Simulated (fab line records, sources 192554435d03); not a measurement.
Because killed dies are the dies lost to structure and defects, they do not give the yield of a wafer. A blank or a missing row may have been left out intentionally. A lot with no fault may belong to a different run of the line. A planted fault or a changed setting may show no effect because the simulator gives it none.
One fault through the eyes of 2 desks | flow n5 finfet | each desk holds nothing but its own numbers, with what lay behind them at the end

DESK OF THE TOOL OWNER: litho track-05
The tool's own readings at N5_FIN_SAQP_COAT_10 (resist thk 90 nm): means of the sampled wafers that have a number, for each lot that ran on this tool. Marked OUT: a lot whose mean sits more than 4 standard deviations from the usual mean, which makes it out of limits; the brackets give that distance.
Columns: A = resist line temp C at N5_FIN_SAQP_COAT_10, usual 23.00 C; B = spin speed rpm at N5_FIN_SAQP_COAT_10, usual 1500.0 rpm
lot  | first seen here | A     | B
L500 | day 2 04:59     | 22.98 | 1500.1
L503 | day 2 22:52     | 23.08 | 1499.1
L504 | day 3 03:10     | 22.98 | 1499.9
L506 | day 3 15:35     | 22.95 | 1500.7
L508 | day 4 03:29     | 22.85 | 1500.1
L511 | day 4 21:37     | 22.92 | 1714.7 (+99 or more) OUT
L514 | day 5 15:41     | 22.85 | 1715.2 (+99 or more) OUT
This desk finds L511, L514 out of limits, L511 being first, at day 4 21:37 (spin speed rpm at N5_FIN_SAQP_COAT_10). In limits: L500, L503, L504, L506, L508.

THE METROLOGY DESK
What the gauges read for every lot (on any tool): the sampled wafers with a number, averaged. Marked OUT: a lot whose mean sits more than 4 standard deviations from the usual mean, which makes it out of limits; the brackets give that distance. 7 of its 12 readings are shown, namely those furthest out on some lot.
Columns: A = thk nm at N5_FIN_SAQP_THK_MEAS_07, usual 60.2 nm; B = FIN_CORE_OVL at N5_FIN_SAQP_OVL_MEAS_17, usual -0.1 nm; C = DIBL_N at N5_BEOL_M4_RC_MEAS_101, usual 36.1 mV/V; D = ION_N at N5_BEOL_M4_RC_MEAS_101, usual 673 uA/um; E = ION_P at N5_BEOL_M4_RC_MEAS_101, usual 462 uA/um; F = SS_N at N5_BEOL_M4_RC_MEAS_101, usual 71.4 mV/dec; G = VT_P at N5_BEOL_M4_RC_MEAS_101, usual -250 mV
lot  | first seen here | A    | B    | C    | D   | E   | F    | G
L500 | day 2 04:52     | 60.3 | -0.5 | 35.7 | 677 | 459 | 72.1 | -253
L503 | day 2 22:45     | 60.5 | -1.1 | 37.9 | 668 | 452 | 71.8 | -253
L504 | day 3 03:02     | 60.2 | 0.0  | 36.6 | 675 | 466 | 71.4 | -248
L506 | day 3 15:28     | 59.4 | -1.0 | 37.3 | 674 | 460 | 71.6 | -250
L507 | day 3 21:29     | 59.7 | 1.4  | 35.5 | 665 | 460 | 71.0 | -250
L508 | day 4 03:22     | 60.0 | -0.4 | 35.3 | 674 | 456 | 71.2 | -251
L511 | day 4 21:29     | 58.9 | 0.1  | 37.7 | 671 | 460 | 71.6 | -250
L514 | day 5 15:34     | 59.9 | 1.0  | 38.6 | 685 | 460 | 71.9 | -252
L517 | day 6 08:50     | 61.0 | -0.0 | 37.8 | 680 | 464 | 71.4 | -249
L521 | day 7 09:24     | 60.2 | 0.4  | 35.5 | 675 | 470 | 71.0 | -244
This desk's verdict: no lot among the 10 shows anything out of limits.

ALL TOGETHER
The tool owner's desk could have raised an alarm at day 4 21:37, on L511, L514.
From the metrology desk's view, nothing was out of limits.
The metrology desk has L511, L514 on record, within its limits.
Every lot named ran N5_FIN_SAQP_COAT_10 on litho track-05.

WHAT THE SIMULATOR HAD INSERTED
Drift in process parameters on litho track-05 at N5_FIN_SAQP_COAT_10, starting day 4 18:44. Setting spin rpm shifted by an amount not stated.
Struck lots among those shown: L511, L514.
How many hours passed from the start of the fault until each desk's first out-of-limits reading: the tool owner's desk, 3.
